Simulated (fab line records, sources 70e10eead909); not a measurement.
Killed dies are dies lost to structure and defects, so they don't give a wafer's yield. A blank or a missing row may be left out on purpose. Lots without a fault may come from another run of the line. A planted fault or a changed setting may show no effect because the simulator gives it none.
Chamber matching | flow nand_harc | NHARC_A_STAIRCASE_CMP_472 on cmp-04: 4 sister chambers
The step polishes SiO2. 14 wafers are shown with their chamber, then 7 later ones without.

WAFERS WITH THEIR CHAMBER
wafer  | chamber | motor_current_A (A) | edge_zone_pressure_frac
L561.2 | 0       | 13.1                | 0.994
L561.5 | 2       | 11.0                | 1.009
L561.6 | 1       | 13.4                | 1.000
L567.2 | 1       | 13.7                | 1.000
L567.3 | 3       | 12.3                | 0.998
L567.5 | 1       | 12.6                | 1.001
L565.2 | 3       | 12.0                | 1.006
L565.3 | 1       | 12.7                | 1.007
L565.4 | 2       | 12.1                | 1.000
L570.1 | 2       | 10.8                | 1.000
L570.2 | 0       | 12.5                | 0.989
L570.6 | 1       | 13.4                | 0.996
L583.1 | 2       | 11.0                | 0.991
L583.2 | 3       | 12.5                | 1.000

SIGNATURES (means of the wafers above)
reading                 | chamber 0 | chamber 1 | chamber 2 | chamber 3 | scatter within a chamber
motor_current_A         | 12.800    | 13.160    | 11.225    | 12.267    | 0.478
edge_zone_pressure_frac | 0.99150   | 1.00080   | 1.00000   | 1.00133   | 0.00522
Rule: a wafer's distance from a chamber is the root of the sum, over the readings, of the square of ((its reading less the chamber's mean) divided by the reading's scatter). The wafer belongs to the nearest chamber; if the next one is less than 2 further off, it can't be placed. The scatter: the root of (the sum of the squares of (reading less its chamber's mean) over the shown wafers, divided by (wafers less chambers)).

WAFERS WITHOUT THEIR CHAMBER
wafer  | motor_current_A (A) | edge_zone_pressure_frac
L583.4 | 13.1                | 0.998
L582.2 | 13.6                | 0.998
L582.3 | 12.8                | 0.998
L582.6 | 12.4                | 0.999
L581.1 | 12.2                | 0.991
L581.2 | 13.5                | 1.004
L581.5 | 12.2                | 1.005

WHICH CHAMBER EACH WENT THROUGH
wafer  | from the rows above               | in truth
L583.4 | can't be placed: 1 or 0 or 3      | 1
L582.2 | can't be placed: 1 or 0 or 3      | 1
L582.3 | can't be placed: 1 or 0 or 3      | 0
L582.6 | can't be placed: 3 or 1 or 0 or 2 | 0
L581.1 | can't be placed: 0 or 3 or 2 or 1 | 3
L581.2 | can't be placed: 1 or 3 or 0      | 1
L581.5 | can't be placed: 3 or 1 or 2      | 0
Placed correctly: 0 of 7. Can't be placed from these rows: 7 (the true chamber is among the candidates in 6). Placed wrongly: 0.
